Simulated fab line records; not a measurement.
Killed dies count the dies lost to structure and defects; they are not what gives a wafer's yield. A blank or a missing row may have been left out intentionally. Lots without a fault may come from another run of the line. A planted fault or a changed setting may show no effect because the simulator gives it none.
Which tool is to blame? / flow n5Finfet / 11 lots, 33 wafers sampled, at 5 steps of a route of 1938

WHAT THE GAUGES SHOWED, per wafer
N5_BEOL_M4_INSPECT_59: inspects for defects (darkfield).
lot=L703; measured=day 8 20:27; on=defectInspect-01; rawDefectCount=73 85 114
lot=L707; measured=day 10 01:46; on=defectInspect-01; rawDefectCount=54 74 93
lot=L710; measured=day 10 11:24; on=defectInspect-02; rawDefectCount=72 86 71
lot=L714; measured=day 11 09:47; on=defectInspect-02; rawDefectCount=69 52 62
lot=L717; measured=day 12 05:25; on=defectInspect-01; rawDefectCount=87 98 100
lot=L720; measured=day 12 11:06; on=defectInspect-02; rawDefectCount=68 83 83
lot=L718; measured=day 12 15:41; on=defectInspect-01; rawDefectCount=65 38 37
lot=L721; measured=day 13 20:54; on=defectInspect-02; rawDefectCount=111 129 112
lot=L723; measured=day 13 23:35; on=defectInspect-01; rawDefectCount=67 56 91
lot=L722; measured=day 14 02:38; on=defectInspect-01; rawDefectCount=61 113 190
lot=L724; measured=day 14 04:58; on=defectInspect-02; rawDefectCount=68 80 77

N5_BEOL_M4_RC_MEAS_101.
lot=L703; measured=day 8 20:47; on=prober-02; DIBL_N (mV/V)=33.9 35.8 33.0; DIBL_P (mV/V)=35.7 37.6 34.6; IOFF_N (nA/um)=0.13 0.15 0.11; IOFF_P (nA/um)=0.18 0.19 0.16; ION_N (uA/um)=667 680 648; ION_P (uA/um)=460 460 445; SS_N (mV/dec)=71.1 71.4 71.1; SS_P (mV/dec)=73.1 73.6 72.9; VT_N (mV)=251 248 255; VT_P (mV)=-252 -253 -255
lot=L707; measured=day 10 01:47; on=prober-02; DIBL_N (mV/V)=35.0 35.8 33.0; DIBL_P (mV/V)=36.6 36.6 33.8; IOFF_N (nA/um)=0.15 0.16 0.13; IOFF_P (nA/um)=0.19 0.18 0.15; ION_N (uA/um)=669 675 671; ION_P (uA/um)=457 455 454; SS_N (mV/dec)=71.6 72.2 70.9; SS_P (mV/dec)=72.8 73.2 72.9; VT_N (mV)=250 249 252; VT_P (mV)=-255 -254 -257
lot=L710; measured=day 10 11:44; on=prober-01; DIBL_N (mV/V)=34.5 34.3 34.4; DIBL_P (mV/V)=35.0 34.6 34.0; IOFF_N (nA/um)=0.14 0.13 0.13; IOFF_P (nA/um)=0.21 0.20 0.18; ION_N (uA/um)=673 668 670; ION_P (uA/um)=467 465 460; SS_N (mV/dec)=70.8 70.4 71.1; SS_P (mV/dec)=72.9 72.5 72.6; VT_N (mV)=249 252 252; VT_P (mV)=-248 -251 -251
lot=L714; measured=day 11 09:48; on=prober-01; DIBL_N (mV/V)=37.6 35.4 39.6; DIBL_P (mV/V)=38.4 36.5 41.7; IOFF_N (nA/um)=0.19 0.17 0.26; IOFF_P (nA/um)=0.25 0.22 0.33; ION_N (uA/um)=678 679 688; ION_P (uA/um)=467 470 481; SS_N (mV/dec)=71.1 71.9 72.7; SS_P (mV/dec)=73.8 73.1 74.7; VT_N (mV)=250 249 242; VT_P (mV)=-248 -248 -241
lot=L717; measured=day 12 05:36; on=prober-01; DIBL_N (mV/V)=37.9 37.9 36.9; DIBL_P (mV/V)=38.1 37.8 36.9; IOFF_N (nA/um)=0.19 0.19 0.17; IOFF_P (nA/um)=0.26 0.26 0.23; ION_N (uA/um)=691 697 681; ION_P (uA/um)=474 472 464; SS_N (mV/dec)=72.3 72.0 71.6; SS_P (mV/dec)=73.6 73.1 73.2; VT_N (mV)=248 245 248; VT_P (mV)=-245 -245 -249
lot=L720; measured=day 12 11:17; on=prober-02; DIBL_N (mV/V)=35.3 39.6 34.0; DIBL_P (mV/V)=36.7 39.8 33.5; IOFF_N (nA/um)=0.16 0.24 0.14; IOFF_P (nA/um)=0.24 0.31 0.20; ION_N (uA/um)=681 696 660; ION_P (uA/um)=470 475 460; SS_N (mV/dec)=71.8 73.1 71.3; SS_P (mV/dec)=73.5 74.0 72.9; VT_N (mV)=248 248 251; VT_P (mV)=-247 -246 -250
lot=L718; measured=day 12 15:52; on=prober-02; DIBL_N (mV/V)=34.0 35.0 33.0; DIBL_P (mV/V)=35.0 35.1 33.5; IOFF_N (nA/um)=0.12 0.13 0.11; IOFF_P (nA/um)=0.19 0.19 0.17; ION_N (uA/um)=664 669 653; ION_P (uA/um)=466 453 459; SS_N (mV/dec)=70.8 71.7 70.2; SS_P (mV/dec)=73.1 73.5 72.1; VT_N (mV)=256 253 256; VT_P (mV)=-253 -253 -252
lot=L721; measured=day 13 21:14; on=prober-02; DIBL_N (mV/V)=38.0 38.9 38.2; DIBL_P (mV/V)=38.2 39.1 38.4; IOFF_N (nA/um)=0.18 0.20 0.18; IOFF_P (nA/um)=0.23 0.27 0.23; ION_N (uA/um)=675 683 682; ION_P (uA/um)=462 470 469; SS_N (mV/dec)=71.4 72.0 72.5; SS_P (mV/dec)=74.1 74.2 74.7; VT_N (mV)=250 248 248; VT_P (mV)=-248 -247 -247
lot=L723; measured=day 13 23:46; on=prober-01; DIBL_N (mV/V)=39.8 35.9 35.3; DIBL_P (mV/V)=39.3 36.6 35.1; IOFF_N (nA/um)=0.24 0.17 0.15; IOFF_P (nA/um)=0.29 0.23 0.21; ION_N (uA/um)=696 690 669; ION_P (uA/um)=470 464 467; SS_N (mV/dec)=72.4 71.0 71.4; SS_P (mV/dec)=74.2 72.5 72.7; VT_N (mV)=243 247 251; VT_P (mV)=-246 -247 -252
lot=L722; measured=day 14 02:49; on=prober-02; DIBL_N (mV/V)=36.8 38.6 34.2; DIBL_P (mV/V)=36.9 37.4 32.8; IOFF_N (nA/um)=0.16 0.20 0.13; IOFF_P (nA/um)=0.20 0.21 0.16; ION_N (uA/um)=672 692 664; ION_P (uA/um)=463 465 452; SS_N (mV/dec)=71.1 71.9 71.2; SS_P (mV/dec)=73.5 73.9 71.9; VT_N (mV)=249 247 252; VT_P (mV)=-253 -251 -254
lot=L724; measured=day 14 05:08; on=prober-01; DIBL_N (mV/V)=34.0 35.2 35.9; DIBL_P (mV/V)=33.6 34.5 34.8; IOFF_N (nA/um)=0.12 0.14 0.15; IOFF_P (nA/um)=0.18 0.19 0.19; ION_N (uA/um)=669 666 673; ION_P (uA/um)=459 456 456; SS_N (mV/dec)=71.1 71.7 71.7; SS_P (mV/dec)=73.0 73.5 72.7; VT_N (mV)=253 252 250; VT_P (mV)=-252 -254 -253

N5_BEOL_M5_THK_MEAS_01.
lot=L703; measured=day 8 22:01; on=filmMetro-01; M5_ILD_THK (nm)=119.9 124.5 121.1
lot=L707; measured=day 10 03:20; on=filmMetro-02; M5_ILD_THK (nm)=118.2 119.7 122.8
lot=L710; measured=day 10 12:58; on=filmMetro-01; M5_ILD_THK (nm)=120.5 122.8 121.7
lot=L714; measured=day 11 11:21; on=filmMetro-02; M5_ILD_THK (nm)=118.2 120.8 119.2
lot=L717; measured=day 12 07:00; on=filmMetro-02; M5_ILD_THK (nm)=120.5 121.2 121.9
lot=L720; measured=day 12 12:41; on=filmMetro-01; M5_ILD_THK (nm)=118.9 120.8 121.3
lot=L718; measured=day 12 17:15; on=filmMetro-02; M5_ILD_THK (nm)=122.3 122.9 122.8
lot=L721; measured=day 13 22:28; on=filmMetro-02; M5_ILD_THK (nm)=119.4 122.4 121.1
lot=L723; measured=day 14 01:10; on=filmMetro-02; M5_ILD_THK (nm)=120.0 122.0 122.0
lot=L722; measured=day 14 04:12; on=filmMetro-02; M5_ILD_THK (nm)=119.6 119.6 122.0
lot=L724; measured=day 14 06:31; on=filmMetro-01; M5_ILD_THK (nm)=119.6 120.9 122.5

EACH LOT AND THE TOOL THAT RAN IT (in order: tool; ch and the chambers of the sampled wafers; start)
lot=L703; N5_BEOL_M4_ANNEAL_93=pvdSputter-02, day 8 18:59; N5_BEOL_M4_CO_CAP_55=cvdCo-01 ch 0,2, day 8 20:13
lot=L707; N5_BEOL_M4_ANNEAL_93=pvdSputter-02, day 10 00:14; N5_BEOL_M4_CO_CAP_55=cvdCo-02 ch 0,1,2, day 10 01:31
lot=L710; N5_BEOL_M4_ANNEAL_93=pvdSputter-02, day 10 09:58; N5_BEOL_M4_CO_CAP_55=cvdCo-02 ch 0,1,2, day 10 11:11
lot=L714; N5_BEOL_M4_ANNEAL_93=pvdSputter-01, day 11 08:04; N5_BEOL_M4_CO_CAP_55=cvdCo-02 ch 0,2, day 11 09:33
lot=L717; N5_BEOL_M4_ANNEAL_93=pvdSputter-02, day 12 03:32; N5_BEOL_M4_CO_CAP_55=cvdCo-01 ch 0,1,2, day 12 05:11
lot=L720; N5_BEOL_M4_ANNEAL_93=pvdSputter-03, day 12 09:36; N5_BEOL_M4_CO_CAP_55=cvdCo-02 ch 0,1,2, day 12 10:52
lot=L718; N5_BEOL_M4_ANNEAL_93=pvdSputter-03, day 12 14:16; N5_BEOL_M4_CO_CAP_55=cvdCo-02 ch 0,1, day 12 15:29
lot=L721; N5_BEOL_M4_ANNEAL_93=pvdSputter-02, day 13 19:02; N5_BEOL_M4_CO_CAP_55=cvdCo-02 ch 0,1, day 13 20:41
lot=L723; N5_BEOL_M4_ANNEAL_93=pvdSputter-01, day 13 22:05; N5_BEOL_M4_CO_CAP_55=cvdCo-02 ch 0,1, day 13 23:23
lot=L722; N5_BEOL_M4_ANNEAL_93=pvdSputter-01, day 14 01:05; N5_BEOL_M4_CO_CAP_55=cvdCo-01 ch 0,1,2, day 14 02:26
lot=L724; N5_BEOL_M4_ANNEAL_93=pvdSputter-03, day 14 03:32; N5_BEOL_M4_CO_CAP_55=cvdCo-01 ch 0,1,2, day 14 04:45
- N5_BEOL_M4_ANNEAL_93: time 240 s.
- N5_BEOL_M4_CO_CAP_55: material Co, precursor CCTBA/H2, target thk 2 nm, time 102.1 s.

WHAT THE TOOLS THEMSELVES READ (means of the sampled wafers that have a number; where no wafer has one, the mark that the record gives instead)
N5_BEOL_M4_ANNEAL_93.
lot=L703; tool=pvdSputter-02; heaterPowerW (W)=808
lot=L707; tool=pvdSputter-02; heaterPowerW (W)=769
lot=L710; tool=pvdSputter-02; heaterPowerW (W)=801
lot=L714; tool=pvdSputter-01; heaterPowerW (W)=802
lot=L717; tool=pvdSputter-02; heaterPowerW (W)=754
lot=L720; tool=pvdSputter-03; heaterPowerW (W)=932
lot=L718; tool=pvdSputter-03; heaterPowerW (W)=796
lot=L721; tool=pvdSputter-02; heaterPowerW (W)=779
lot=L723; tool=pvdSputter-01; heaterPowerW (W)=778
lot=L722; tool=pvdSputter-01; heaterPowerW (W)=855
lot=L724; tool=pvdSputter-03; heaterPowerW (W)=805

N5_BEOL_M4_CO_CAP_55.
lot=L703; tool=cvdCo-01; chamberPressureTorr (Torr)=29.99; heaterPowerOuterW (W)=126; heaterPowerW (W)=223
lot=L707; tool=cvdCo-02; chamberPressureTorr (Torr)=29.97; heaterPowerOuterW (W)=121; heaterPowerW (W)=231
lot=L710; tool=cvdCo-02; chamberPressureTorr (Torr)=30.01; heaterPowerOuterW (W)=122; heaterPowerW (W)=232
lot=L714; tool=cvdCo-02; chamberPressureTorr (Torr)=29.96; heaterPowerOuterW (W)=122; heaterPowerW (W)=236
lot=L717; tool=cvdCo-01; chamberPressureTorr (Torr)=-; heaterPowerOuterW (W)=-; heaterPowerW (W)=-
lot=L720; tool=cvdCo-02; chamberPressureTorr (Torr)=29.94; heaterPowerOuterW (W)=122; heaterPowerW (W)=230
lot=L718; tool=cvdCo-02; chamberPressureTorr (Torr)=-; heaterPowerOuterW (W)=-; heaterPowerW (W)=-
lot=L721; tool=cvdCo-02; chamberPressureTorr (Torr)=30.01; heaterPowerOuterW (W)=123; heaterPowerW (W)=223
lot=L723; tool=cvdCo-02; chamberPressureTorr (Torr)=29.97; heaterPowerOuterW (W)=120; heaterPowerW (W)=222
lot=L722; tool=cvdCo-01; chamberPressureTorr (Torr)=30.02; heaterPowerOuterW (W)=116; heaterPowerW (W)=223
lot=L724; tool=cvdCo-01; chamberPressureTorr (Torr)=29.98; heaterPowerOuterW (W)=116; heaterPowerW (W)=224

THE ANSWER, worked out from the rows above alone
Rule: what is usual is taken from the lots themselves. The widest of any qualifying gaps counts: lots, ordered by their means at a reading, are off when they make up no more than a third of the lots, leave a main group of 4 or more, and stand apart from it by 3 or more times the standard deviation of that group's means. A main group whose means are all the same, to the digits that the tables above print for the reading, isn't used. Also off: a lot with no number at a reading for which 4 or more lots have one. All remaining lots with rows at the step are treated as sound. Order of review: gauges by route order, followed by the tools' own readings, for which a lot's mean as printed above is used. The first step at which some lot is off is used, and at that step the reading that is off furthest; a lot without a number counts as furthest.
Off at N5_BEOL_M4_CO_CAP_55 (chamberPressureTorr): L717, L718. Without a number there: L717, L718. For the main group the mean is 29.98 Torr and the standard deviation 0.025.
A tool fits if, at that step or a process step before it, it ran every lot that is off, and no sound lot after the first of them. Not one of the candidates tried fits.

WHAT THE SIMULATOR PUT IN
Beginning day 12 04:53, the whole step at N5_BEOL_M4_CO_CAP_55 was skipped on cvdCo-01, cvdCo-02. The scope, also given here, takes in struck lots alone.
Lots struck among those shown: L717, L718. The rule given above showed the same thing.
